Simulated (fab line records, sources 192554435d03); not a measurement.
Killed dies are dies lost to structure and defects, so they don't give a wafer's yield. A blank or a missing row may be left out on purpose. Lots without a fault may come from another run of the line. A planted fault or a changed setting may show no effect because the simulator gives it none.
fab line records | flow n5_finfet
record lots=9 wafers=27 last_day=18
route steps=1938 shown HKMG_FIN@419 BEOL_M4@1111 PASSIVATION@1936
lots that met no fault: from a run of the same line without faults
start_h: hours from the record's first day to the start of the lot's first wafer shown | wait_h: hours since the lot's step before | " the same as in the row above | L1.1+2: a row that stands for several wafers | - no value, or no start given | * or withheld: withheld | < > ~ a bound
route shown NAME@n: a module of which the file shows steps, and the number in the route of the first | usual: mean/standard deviation of fault-free wafers | same: alike in all rows | chamber/n: place in a boat | sites: the reading at each site | _std_site: their standard deviation | _edge_site: outer sites' mean less inner sites' | radius_mm: how far each site lies from the wafer's centre | mask NAME#n: copy n | behind: the tool/chamber that last shaped the wafer | hold: why the lot was held/for how many hours/how that ended | device: the transistor (n, p or np) that didn't switch | end of line: the same wafers' tests at the end of the route | a step without rows: its recipe alone | killed: dies lost to structure and defects at the first sort, not the wafer's yield | map: a wafer's dies, x killed, . not, _ none there
set.NAME: the setting as run; set.NAME@STEP: as run at that earlier step | model.NAME: the simulator's own value behind a step, which no gauge read
steps of the route over a sample of lots; a table a step, a row a wafer
services: from which hour (start_h, from the record's first day; less than 0 if before it) a tool's chamber was out of use, for how many hours, and why
## steps
# step N5_HKMG_FIN_ALD_36
# recipe material=TiN target_thk_a=10 temp_c=400 ald_precursor_family=TiCl4 ald_co_reactant=NH3 pulse_time_s=1 purge_time_s=3 co_reactant_purge_time_s=2 co_reactant_pulse_time_s=2 ald_cycles=47 pressure_torr=3
# usual heater_power_w=881/67 precursor_pulse_height_rel=0.998/0.02
# same pulse_time_s=1
# columns lot.wafer tool chamber start_h wait_h heater_power_w precursor_pulse_height_rel
L149.4 ald_metal-04 2 73.80 0.0 901 1.013
L149.5 " 2 " " 893 0.999
L149.6 " 1 " " 817 0.994
L150.1 ald_metal-03 0 78.23 0.0 839 1.001
L150.2 " 3 " " 829 1.014
L150.6 " 1 " " 871 1.007
L156.1 ald_metal-02 2 115.93 0.0 840 0.999
L156.3 " 1 " " 812 0.993
L156.5 " 3 " " 1000 0.960
L158.2 ald_metal-02 1 128.68 0.0 764 0.982
L158.3 " 3 " " 1001 1.003
L158.5 " 3 " " 990 0.994
L159.1 ald_metal-03 2 132.87 0.0 896 0.972
L159.3 " 3 " " 866 1.007
L159.6 " 0 " " 825 0.996
L169.1 ald_metal-03 1 196.81 0.0 885 1.013
L169.2 " 3 " " 868 0.985
L169.6 " 2 " " 900 0.993
L170.1 ald_metal-03 2 202.32 0.0 917 1.009
L170.3 " 3 " " 825 0.990
L170.5 " 0 " " 815 0.998
L171.1 ald_metal-02 2 207.69 0.0 821 0.983
L171.2 " 0 " " 896 0.974
L171.3 " 1 " " 800 0.992
L172.2 ald_metal-04 1 211.48 0.0 838 1.003
L172.4 " 0 " " 860 0.996
L172.6 " 3 " " 1010 1.009
# step N5_HKMG_FIN_STRIP_89
# recipe chemistry=N2/H2 material=SOC time_s=20 power_w=500 temp_c=40 pressure_mtorr=50 rf_frequency_hz=6e+07 bias_power_w=8 h2_frac=0.5 n2_flow_sccm=300 h2_flow_sccm=300
# usual bias_power_w=8.001/0.025 chamber_pressure_mTorr=50.00/0.05 drypump_motor_current_A=5.8/0.42 oes_product_au=0.77/0.09 power_w=500.1/1.5 rf_vpp_V=54.3/0.93 showerhead_plenum_p_Torr=3.38/0.13 throttle_valve_pct=19.0/0.37
# columns lot.wafer tool chamber start_h wait_h bias_power_w chamber_pressure_mTorr drypump_motor_current_A oes_product_au power_w rf_hours_counter_h rf_vpp_V showerhead_plenum_p_Torr throttle_valve_pct
L149.4 rie_diel-03 0 76.35 0.0 8.004 49.92 5.8 0.71 497.7 - 54.0 3.47 18.4
L149.5 " 2 " " 8.010 49.92 5.9 0.71 499.1 - 52.9 3.19 18.5
L149.6 " 1 " " 8.013 49.94 5.8 0.66 501.4 - 54.0 3.46 19.9
L150.1 rie_diel-05 3 81.28 0.0 8.037 50.00 5.7 0.72 499.7 182 54.5 3.34 18.7
L150.2 " 1 " " 7.969 49.99 5.6 0.72 500.4 170 52.9 3.21 18.8
L150.6 " 2 " " 8.016 49.99 5.1 0.67 500.0 - 53.2 3.19 19.3
L156.1 rie_diel-04 0 118.55 0.0 7.992 49.93 6.4 0.73 500.5 216 54.7 3.43 19.8
L156.3 " 1 " " 7.994 49.99 6.1 0.90 499.1 39 53.5 3.43 18.7
L156.5 " 3 " " 8.045 50.04 5.7 0.71 503.0 - 53.6 3.45 19.0
L158.2 rie_diel-03 2 131.53 0.0 7.999 50.02 5.9 0.70 501.6 221 52.5 3.18 18.5
L158.3 " 3 " " 7.981 50.05 5.5 0.98 500.0 3 54.4 3.27 18.7
L158.5 " 2 " " 8.035 50.01 5.9 0.69 500.3 - 54.2 3.18 18.5
L159.1 rie_diel-04 2 135.50 0.0 8.024 49.98 5.5 0.72 499.2 166 53.3 3.23 19.0
L159.3 " 1 " " 7.968 50.01 6.1 0.88 500.9 45 54.9 3.42 18.7
L159.6 " 2 " " 8.027 49.94 5.5 0.73 500.5 - 54.3 3.23 18.9
L169.1 rie_diel-05 2 199.43 0.0 - - - - - - - - -
L169.2 " 1 " " - - - - - - - - -
L169.6 " 1 " " - - - - - - - - -
L170.1 rie_diel-04 3 204.99 0.0 - - - - - - - - -
L170.3 " 2 " " - - - - - - - - -
L170.5 " 3 " " - - - - - - - - -
L171.1 rie_diel-04 2 210.56 0.0 8.020 50.07 5.5 0.70 501.0 194 54.9 3.21 19.0
L171.2 " 1 " " 7.990 49.96 6.1 0.84 498.4 74 54.6 3.41 18.7
L171.3 " 3 " " 7.987 49.98 5.7 0.96 500.9 6 55.7 3.43 18.6
L172.2 rie_diel-05 2 214.04 0.0 8.026 49.99 5.1 0.90 499.1 31 55.5 3.58 18.9
L172.4 " 3 " " 7.987 50.03 5.7 0.70 498.7 228 53.1 3.31 18.8
L172.6 " 2 " " 8.022 50.07 5.1 0.89 501.1 - 54.7 3.58 19.0
# step N5_HKMG_FIN_ETCH_67
# recipe chemistry=N2/H2 target=SOC target_depth_a=3889 stop_on=TiN ion_energy_ev=100 bias_w=61 pressure_mtorr=30 source_w=850 n2_flow_sccm=200 h2_flow_sccm=200
# usual drypump_motor_current_A=5.8/0.39 oes_product_au=0.76/0.084 rf_vpp_V=240.9/1.5 showerhead_plenum_p_Torr=2.55/0.1 throttle_valve_pct=17.77/0.25
# columns lot.wafer tool chamber start_h wait_h drypump_motor_current_A oes_product_au rf_hours_counter_h rf_vpp_V showerhead_plenum_p_Torr throttle_valve_pct
L149.4 rie_diel-03 2 77.36 - 5.9 0.70 - 239.0 2.41 17.53
L149.5 " 1 " " 5.7 0.65 - 242.3 2.62 18.46
L149.6 " 0 " " 5.8 0.72 - 241.5 2.63 17.34
L150.1 rie_diel-05 0 82.35 - 6.6 0.84 69 241.5 2.70 17.85
L150.2 " 3 " " 5.7 0.72 183 239.7 2.52 17.67
L150.6 " 2 " " 5.1 0.66 - 238.9 2.41 17.96
L156.1 rie_diel-04 2 119.79 - 5.5 0.73 161 240.1 2.44 17.80
L156.3 " 0 " " 6.4 0.72 216 242.8 2.60 18.34
L156.5 " 0 " " 6.4 0.72 - 241.9 2.60 18.33
L158.2 rie_diel-04 1 132.55 - 6.1 0.87 44 242.2 2.59 17.61
L158.3 " 2 " " 5.5 0.74 165 240.2 2.44 17.82
L158.5 " 3 " " 5.7 0.69 - 242.5 2.61 17.95
L159.1 rie_diel-05 0 136.56 - 6.6 0.81 90 243.1 2.69 17.88
L159.3 " 2 " " 5.1 0.94 5 242.0 2.73 17.50
L159.6 " 1 " " 5.6 0.70 - 239.3 2.42 17.76
L169.1 rie_diel-03 1 200.44 - 5.8 0.84 37 240.7 2.60 18.02
L169.2 " 0 " " 5.8 0.69 220 242.0 2.61 17.42
L169.6 " 2 " " 5.9 0.68 - 239.8 2.39 17.60
L170.1 rie_diel-05 1 206.00 - 5.6 0.69 215 238.7 2.41 17.80
L170.3 " 3 " " 5.7 0.69 226 238.7 2.51 17.74
L170.5 " 3 " " 5.7 0.69 - 240.4 2.51 17.76
L171.1 rie_diel-03 0 211.78 - 5.8 0.69 226 241.9 2.61 17.44
L171.2 " 2 " " 5.9 0.67 249 238.6 2.39 17.63
L171.3 " 3 " " 5.5 0.90 26 240.4 2.47 17.62
L172.2 rie_diel-04 2 215.05 - 5.5 0.71 196 238.4 2.43 17.87
L172.4 " 3 " " 5.7 0.92 - 242.5 2.60 17.59
L172.6 " 2 " " 5.5 0.71 - 238.9 2.43 17.87
# step N5_HKMG_FIN_W_FILL_22
# recipe material=W target_thk_a=600 temp_c=400 pressure_torr=39.4 time_s=18.2
# usual heater_power_w=903/130 throttle_valve_pct=19.42/0.25
# columns lot.wafer tool chamber start_h wait_h heater_power_w throttle_valve_pct
L149.4 cvd_w-02 0 78.51 0.0 1020 19.06
L149.5 " 1 " " 895 19.27
L149.6 " 0 " " 1065 19.19
L150.1 cvd_w-01 0 83.51 0.0 888 19.56
L150.2 " 1 " " 670 19.17
L150.6 " 1 " " 677 19.62
L156.1 cvd_w-02 0 120.96 0.0 1025 19.33
L156.3 " 0 " " 1022 19.23
L156.5 " 0 " " 1045 18.97
L158.2 cvd_w-02 0 133.72 0.0 1053 19.17
L158.3 " 0 " " 1054 19.05
L158.5 " 1 " " 914 19.62
L159.1 cvd_w-01 0 137.73 0.0 883 19.28
L159.3 " 0 " " 884 19.55
L159.6 " 0 " " 868 19.76
L169.1 cvd_w-02 0 201.67 0.1 1051 19.31
L169.2 " 0 " " 1029 19.33
L169.6 " 0 " " 1061 19.12
L170.1 cvd_w-02 0 207.50 0.0 1044 19.33
L170.3 " 0 " " 1036 19.18
L170.5 " 0 " " 1025 19.37
L171.1 cvd_w-01 1 212.96 0.0 668 19.89
L171.2 " 0 " " 902 19.78
L171.3 " 0 " " 889 19.69
L172.2 cvd_w-02 1 216.34 0.0 860 19.22
L172.4 " 0 " " 1034 19.26
L172.6 " 1 " " 905 19.34
# step N5_BEOL_M4_RC_MEAS_101
# usual DIBL_N=36.5/1.8 DIBL_P=36.5/2.1 IOFF_N=0.17/0.031 IOFF_P=0.22/0.036 ION_N=677/11 ION_P=463/8 SS_N=71.6/0.61 SS_P=73.3/0.63 VT_N=249/3.1 VT_P=-250/3.3
# columns lot.wafer tool chamber start_h wait_h DIBL_N[mV/V] DIBL_P[mV/V] IOFF_N[nA/um] IOFF_P[nA/um] ION_N[uA/um] ION_P[uA/um] SS_N[mV/dec] SS_P[mV/dec] VT_N[mV] VT_P[mV]
L149.4 prober-02 0 166.55 0.5 33.8 32.6 0.12 0.15 655 446 71.0 72.9 253 -257
L149.5 " 0 " " 35.2 34.7 0.15 0.20 672 457 71.0 73.3 248 -250
L149.6 " 0 " " 33.9 32.7 0.13 0.16 659 447 70.7 71.9 253 -255
L150.1 prober-01 0 176.20 0.0 37.0 37.2 0.18 0.21 689 466 71.7 73.5 244 -254
L150.2 " 0 " " 34.9 34.1 0.14 0.16 662 451 70.4 72.6 251 -255
L150.6 " 0 " " 37.0 35.9 0.17 0.19 683 453 71.9 73.4 248 -254
L156.1 prober-01 0 211.96 0.0 36.8 35.8 0.16 0.21 675 460 71.4 73.3 248 -249
L156.3 " 0 " " 33.8 32.8 0.12 0.16 673 459 71.0 72.4 251 -254
L156.5 " 0 " " 35.6 34.7 0.15 0.19 670 461 71.0 72.5 249 -248
L158.2 prober-01 0 219.91 0.2 35.8 36.4 0.17 0.23 672 466 71.5 73.6 248 -248
L158.3 " 0 " " 34.3 34.1 0.15 0.21 671 465 70.8 72.8 246 -248
L158.5 " 0 " " 36.0 36.2 0.17 0.24 672 467 71.8 74.1 248 -245
L159.1 prober-01 0 236.67 0.0 36.4 35.0 0.18 0.20 679 454 71.9 72.7 246 -252
L159.3 " 0 " " 38.2 36.7 0.20 0.22 675 452 72.8 73.5 248 -250
L159.6 " 0 " " 37.4 35.6 0.20 0.21 672 452 71.6 73.1 246 -252
L169.1 prober-01 0 306.24 0.0 35.3 37.2 0.15 0.20 679 467 70.5 73.8 250 -252
L169.2 " 0 " " 34.3 35.6 0.13 0.18 677 464 71.4 73.4 251 -252
L169.6 " 0 " " 34.7 36.1 0.14 0.19 675 465 71.3 73.8 250 -250
L170.1 prober-02 0 309.07 0.0 33.1 32.2 0.11 0.17 649 458 70.5 72.9 253 -252
L170.3 " 0 " " 36.2 36.9 0.17 0.22 664 463 72.0 72.4 251 -249
L170.5 " 0 " " 33.9 33.5 0.13 0.18 665 464 70.7 72.5 252 -249
L171.1 prober-02 0 312.77 0.0 36.9 37.0 0.17 0.25 673 465 71.8 73.1 247 -246
L171.2 " 0 " " 38.9 39.9 0.21 0.29 687 476 72.7 73.8 247 -243
L171.3 " 0 " " 35.3 35.8 0.16 0.22 683 472 71.2 72.8 250 -248
L172.2 prober-01 0 335.20 0.2 37.0 35.4 0.15 0.20 662 456 72.7 72.6 253 -251
L172.4 " 0 " " 40.1 39.8 0.20 0.28 673 465 72.6 74.4 251 -245
L172.6 " 0 " " 38.5 38.1 0.18 0.25 667 461 71.9 73.8 248 -247
# step N5_PASSIVATION_PROBE_49
# usual defect_limited_yield=91.4/1.5 killed_at_M0_to_M3=35/11 killed_at_M4_up=16/7 killed_at_contacts=11/5.3 killed_at_front_end=37/11 killed_at_other=3.1/2.8 killed_dies=102/18 killed_open=69/15 killed_short=31/7.8 sort_bin_5_function=5.1/1.1 sort_bin_6_memory=3.2/0.69 sort_n_pass=1078/18 sort_yield_pct=91.4/1.5
# same gross_dies=1180 killed_at_back_side=0 sort_bin_4_leakage[%]=0 sort_bin_8_speed[%]=0
# columns lot.wafer tool chamber start_h wait_h defect_limited_yield[%] killed_at_M0_to_M3 killed_at_M4_up killed_at_contacts killed_at_front_end killed_at_other killed_dies killed_open killed_short sort_bin_5_function[%] sort_bin_6_memory[%] sort_n_pass sort_yield_pct[%]
L158.2 prober-01 - 318.90 0.1 93.3 14 22 13 30 0 79 55 20 3.7 2.9 1101 93.3
L158.3 prober-01 - 318.95 0.1 91.9 25 18 17 31 4 95 60 32 4.2 3.7 1085 91.9
L158.5 prober-01 - 319.05 0.2 92.0 33 10 15 34 2 94 65 25 4.7 3.1 1086 92.0
L170.5 prober-01 - 425.18 0.2 90.7 33 12 11 46 8 110 60 36 5.1 2.9 1070 90.7
# killed by level:class
L158.2 STI_FIN_REVEAL:geometric_particle:open=10 MOL_CONTACT_COAG:geometric_particle:open=10 BEOL_M4:geometric_particle:short=8 BEOL_M4:geometric_particle:open=6 DUMMY_GATE:geometric_particle:open=5 BEOL_M0_SAQP:geometric_particle:open=5 BEOL_M5:geometric_particle:open=5 GATE_CUT:geometric_particle:open=4
L158.3 MOL_CONTACT_COAG:geometric_particle:open=14 BEOL_M4:geometric_particle:open=8 BEOL_M0_SAQP:geometric_particle:short=7 FIN_SAQP:geometric_particle:open=6 BEOL_M1:geometric_particle:open=5 STI_FIN_REVEAL:geometric_particle:open=4 ILD0:geometric_particle:open=4 BEOL_M2:geometric_particle:open=4
L158.5 MOL_CONTACT_COAG:geometric_particle:open=11 STI_FIN_REVEAL:geometric_particle:open=9 BEOL_M1:geometric_particle:open=8 BEOL_M2:geometric_particle:open=8 GATE_CUT:geometric_particle:open=7 GATE_CUT:geometric_particle:short=5 FIN_SAQP:geometric_particle:open=4 BEOL_M0_SAQP:geometric_particle:open=4
L170.5 HKMG_FIN:area_etch=14 BEOL_M0_SAQP:geometric_particle:short=11 MOL_CONTACT_COAG:geometric_particle:open=10 STI_FIN_REVEAL:geometric_particle:open=8 FIN_SAQP:geometric_particle:short=6 FIN_SAQP:geometric_particle:open=5 BEOL_M0_SAQP:geometric_particle:open=5 BEOL_M2:geometric_particle:open=5
## services
# columns tool chamber start_h hours kind
rie_diel-04 2 53.58 6.0 repair
rie_diel-05 2 91.55 11.1 repair
ald_metal-04 - 115.48 0.6 repair
rie_diel-03 - 118.04 2.8 pm
rie_diel-04 2 122.02 1.8 repair
cvd_w-01 - 127.09 1.6 repair
cvd_w-02 1 154.68 12.9 repair
cvd_w-02 - 156.83 6.0 pm
cvd_w-01 1 160.62 2.1 repair
ald_metal-04 - 165.07 2.8 pm
rie_diel-05 0 166.50 3.8 repair
ald_metal-04 2 168.13 28.5 repair
rie_diel-05 3 168.28 4.5 repair
ald_metal-03 - 169.56 1.2 pm
ald_metal-03 - 174.16 14.6 pm
rie_diel-04 3 176.86 - clean
rie_diel-04 3 176.86 - consumable_replace:focus_ring
rie_diel-04 3 176.86 19.3 scheduled_down
rie_diel-04 3 176.86 19.3 vent_cycle
cvd_w-01 - 188.00 0.3 repair
cvd_w-02 1 196.92 10.5 repair
rie_diel-03 3 197.84 8.7 repair
rie_diel-04 0 208.14 - clean
rie_diel-03 3 214.28 5.1 repair
## key
first_sign step=N5_HKMG_FIN_STRIP_89 reading=tool_record direction=missing
effect none on later readings
met_at N5_HKMG_FIN_STRIP_89
struck_lots L169,L170
baseline_loss step=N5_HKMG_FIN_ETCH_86 wafers=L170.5
not_acting_at N5_HKMG_FIN_ALD_36,N5_HKMG_FIN_ETCH_67,N5_HKMG_FIN_W_FILL_22
onset_between 135.50 199.43
fault kind=skipped_step_whole tool=rie_diel-04,rie_diel-05 chamber=- onset_h=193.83 steps=N5_HKMG_FIN_STRIP_89 scope=struck_lots_only
# baseline_loss: these wafers lose ten dies or more at that step, a loss of the line's own and not of a fault; the sort's usual values leave them out
